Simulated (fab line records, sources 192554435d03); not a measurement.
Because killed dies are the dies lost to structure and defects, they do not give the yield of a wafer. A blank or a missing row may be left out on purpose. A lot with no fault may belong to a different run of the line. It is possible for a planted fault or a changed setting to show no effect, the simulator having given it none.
fab line records / flow n5Finfet
[record] lots = 7 wafers = 39
route steps=1938 shown PASSIVATION@1930
startH: start of the lot's first displayed wafer, in hours after the record's first day / waitH: hours since the lot's step before / " unchanged from the row above / L1.1+2: a row that stands for several wafers / - no value, or no start given / * or withheld: withheld / < > ~ a bound
route shown NAME@n: names a module that has steps shown in the file, with the first one's number in the route / usual: mean/standard deviation of fault-free wafers / same: alike in all rows / chamber/n: place in a boat / sites: per-site readings / _std_site: standard deviation across them / _edge_site: mean of outer sites minus mean of inner sites / radiusMm: how far each site lies from the wafer's centre / mask NAME#n: copy n / behind: the last tool/chamber to shape the wafer / hold: what put the lot on hold/how long, in hours/how the hold closed / device: whichever transistor did not switch (one of n, p or np) / end of line: at the end of the route, the tests of the same wafers / step lacking rows: just its recipe / killed: dies that structure and defects cost at the first sort, which is not the same as the wafer's yield / map: per-die view of a wafer (x killed, . not killed, _ where there is no die)
set.NAME: the setting the step ran with; set.NAME@STEP: the setting that earlier step ran with / model.NAME: the simulator's own value behind a step, which no gauge read
lots with deliberately changed settings; one table per step, one row per wafer
[[steps]]
[step N5_PASSIVATION_ETCH_54]
[recipe] chemistry = CHF3/O2 target = SiO2 targetDepthA = 8800 CHF3_flow_sccm = 50 O2_flow_sccm = 5 Ar_flow_sccm = 200 timeS = 440 maskMaterial = PR pressureMtorr = 30 sourceW = 650 biasW = 170 ionEnergyEv = 200
lot.wafer=L074.1 tool=rieDiel-01 chamber=3 startH=285.27 waitH=0.1 set.timeS=440 model.PASSIVATION.featureDepthNm=929.8 model.etch.depthNm=929.8
lot.wafer=L074.2 tool=rieDiel-01 chamber=2 startH=285.27 waitH=0.1 set.timeS=440 model.PASSIVATION.featureDepthNm=885.8 model.etch.depthNm=885.7
lot.wafer=L074.3 tool=rieDiel-01 chamber=0 startH=285.27 waitH=0.1 set.timeS=440 model.PASSIVATION.featureDepthNm=837.6 model.etch.depthNm=837.6
lot.wafer=L074.4 tool=rieDiel-01 chamber=1 startH=285.27 waitH=0.1 set.timeS=440 model.PASSIVATION.featureDepthNm=866.2 model.etch.depthNm=866.3
lot.wafer=L074.5 tool=rieDiel-01 chamber=0 startH=285.27 waitH=0.1 set.timeS=440 model.PASSIVATION.featureDepthNm=834.2 model.etch.depthNm=834.3
lot.wafer=L074.6 tool=rieDiel-01 chamber=3 startH=285.27 waitH=0.1 set.timeS=440 model.PASSIVATION.featureDepthNm=940 model.etch.depthNm=940
lot.wafer=L079.2 tool=rieDiel-01 chamber=2 startH=317.19 waitH=0.1 set.timeS=440 model.PASSIVATION.featureDepthNm=871.8 model.etch.depthNm=871.9
lot.wafer=L079.3 tool=rieDiel-01 chamber=0 startH=317.19 waitH=0.1 set.timeS=440 model.PASSIVATION.featureDepthNm=840.6 model.etch.depthNm=840.5
lot.wafer=L079.5 tool=rieDiel-01 chamber=0 startH=317.19 waitH=0.1 set.timeS=440 model.PASSIVATION.featureDepthNm=838.2 model.etch.depthNm=838.1
lot.wafer=L083.1 tool=rieDiel-06 chamber=3 startH=317.36 waitH=0.1 set.timeS=440 model.PASSIVATION.featureDepthNm=841.8 model.etch.depthNm=841.8
lot.wafer=L083.2 tool=rieDiel-06 chamber=1 startH=317.36 waitH=0.1 set.timeS=440 model.PASSIVATION.featureDepthNm=894 model.etch.depthNm=894
lot.wafer=L083.3 tool=rieDiel-06 chamber=2 startH=317.36 waitH=0.1 set.timeS=440 model.PASSIVATION.featureDepthNm=842.2 model.etch.depthNm=842.2
lot.wafer=L083.4 tool=rieDiel-06 chamber=0 startH=317.36 waitH=0.1 set.timeS=440 model.PASSIVATION.featureDepthNm=882.4 model.etch.depthNm=882.4
lot.wafer=L083.5 tool=rieDiel-06 chamber=2 startH=317.36 waitH=0.1 set.timeS=440 model.PASSIVATION.featureDepthNm=838.4 model.etch.depthNm=838.5
lot.wafer=L083.6 tool=rieDiel-06 chamber=1 startH=317.36 waitH=0.1 set.timeS=440 model.PASSIVATION.featureDepthNm=891.8 model.etch.depthNm=891.9
lot.wafer=L084.1 tool=rieDiel-03 chamber=3 startH=334.52 waitH=0.1 set.timeS=440 model.PASSIVATION.featureDepthNm=892.4 model.etch.depthNm=892.4
lot.wafer=L084.2 tool=rieDiel-03 chamber=0 startH=334.52 waitH=0.1 set.timeS=514.9 model.PASSIVATION.featureDepthNm=1022 model.etch.depthNm=1022
lot.wafer=L084.3 tool=rieDiel-03 chamber=2 startH=334.52 waitH=0.1 set.timeS=440 model.PASSIVATION.featureDepthNm=852.4 model.etch.depthNm=852.4
lot.wafer=L084.4 tool=rieDiel-03 chamber=1 startH=334.52 waitH=0.1 set.timeS=514.9 model.PASSIVATION.featureDepthNm=1020 model.etch.depthNm=1020
lot.wafer=L084.5 tool=rieDiel-03 chamber=0 startH=334.52 waitH=0.1 set.timeS=514.9 model.PASSIVATION.featureDepthNm=1023 model.etch.depthNm=1023
lot.wafer=L084.6 tool=rieDiel-03 chamber=1 startH=334.52 waitH=0.1 set.timeS=440 model.PASSIVATION.featureDepthNm=870.2 model.etch.depthNm=870.2
lot.wafer=L085.1 tool=rieDiel-03 chamber=1 startH=339.65 waitH=0.1 set.timeS=440 model.PASSIVATION.featureDepthNm=883 model.etch.depthNm=883
lot.wafer=L085.2 tool=rieDiel-03 chamber=3 startH=339.65 waitH=0.1 set.timeS=259.9 model.PASSIVATION.featureDepthNm=527 model.etch.depthNm=527
lot.wafer=L085.3 tool=rieDiel-03 chamber=2 startH=339.65 waitH=0.1 set.timeS=440 model.PASSIVATION.featureDepthNm=848.8 model.etch.depthNm=848.8
lot.wafer=L085.4 tool=rieDiel-03 chamber=0 startH=339.65 waitH=0.1 set.timeS=440 model.PASSIVATION.featureDepthNm=871.2 model.etch.depthNm=871.2
lot.wafer=L085.5 tool=rieDiel-03 chamber=1 startH=339.65 waitH=0.1 set.timeS=259.9 model.PASSIVATION.featureDepthNm=516.8 model.etch.depthNm=516.8
lot.wafer=L085.6 tool=rieDiel-03 chamber=0 startH=339.65 waitH=0.1 set.timeS=259.9 model.PASSIVATION.featureDepthNm=517.6 model.etch.depthNm=517.7
lot.wafer=L093.1 tool=rieDiel-01 chamber=2 startH=393.55 waitH=0.1 set.timeS=566.8 model.PASSIVATION.featureDepthNm=1128 model.etch.depthNm=1128
lot.wafer=L093.2 tool=rieDiel-01 chamber=3 startH=393.55 waitH=0.1 set.timeS=566.8 model.PASSIVATION.featureDepthNm=1179 model.etch.depthNm=1179
lot.wafer=L093.3 tool=rieDiel-01 chamber=0 startH=393.55 waitH=0.1 set.timeS=440 model.PASSIVATION.featureDepthNm=840.6 model.etch.depthNm=840.6
lot.wafer=L093.4 tool=rieDiel-01 chamber=1 startH=393.55 waitH=0.1 set.timeS=566.8 model.PASSIVATION.featureDepthNm=1097 model.etch.depthNm=1097
lot.wafer=L093.5 tool=rieDiel-01 chamber=1 startH=393.55 waitH=0.1 set.timeS=440 model.PASSIVATION.featureDepthNm=850.8 model.etch.depthNm=850.7
lot.wafer=L093.6 tool=rieDiel-01 chamber=2 startH=393.55 waitH=0.1 set.timeS=440 model.PASSIVATION.featureDepthNm=875.2 model.etch.depthNm=875.2
lot.wafer=L095.1 tool=rieDiel-06 chamber=1 startH=407.77 waitH=0.1 set.timeS=681.6 model.PASSIVATION.featureDepthNm=1399 model.etch.depthNm=1399
lot.wafer=L095.2 tool=rieDiel-06 chamber=2 startH=407.77 waitH=0.1 set.timeS=440 model.PASSIVATION.featureDepthNm=888.2 model.etch.depthNm=888.2
lot.wafer=L095.3 tool=rieDiel-06 chamber=0 startH=407.77 waitH=0.1 set.timeS=440 model.PASSIVATION.featureDepthNm=901.2 model.etch.depthNm=901.2
lot.wafer=L095.4 tool=rieDiel-06 chamber=2 startH=407.77 waitH=0.1 set.timeS=440 model.PASSIVATION.featureDepthNm=883.6 model.etch.depthNm=883.6
lot.wafer=L095.5 tool=rieDiel-06 chamber=0 startH=407.77 waitH=0.1 set.timeS=681.6 model.PASSIVATION.featureDepthNm=1390 model.etch.depthNm=1390
lot.wafer=L095.6 tool=rieDiel-06 chamber=1 startH=407.77 waitH=0.1 set.timeS=681.6 model.PASSIVATION.featureDepthNm=1401 model.etch.depthNm=1401
[[key]]
[split] step = N5_PASSIVATION_ETCH_54 setting = timeS stated = 440 by = wafer
[response] step = N5_PASSIVATION_ETCH_54 reading = model.PASSIVATION.featureDepthNm change = +9.05 per = 1% r = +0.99
[response] step = N5_PASSIVATION_ETCH_54 reading = model.etch.depthNm change = +9.05 per = 1% r = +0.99
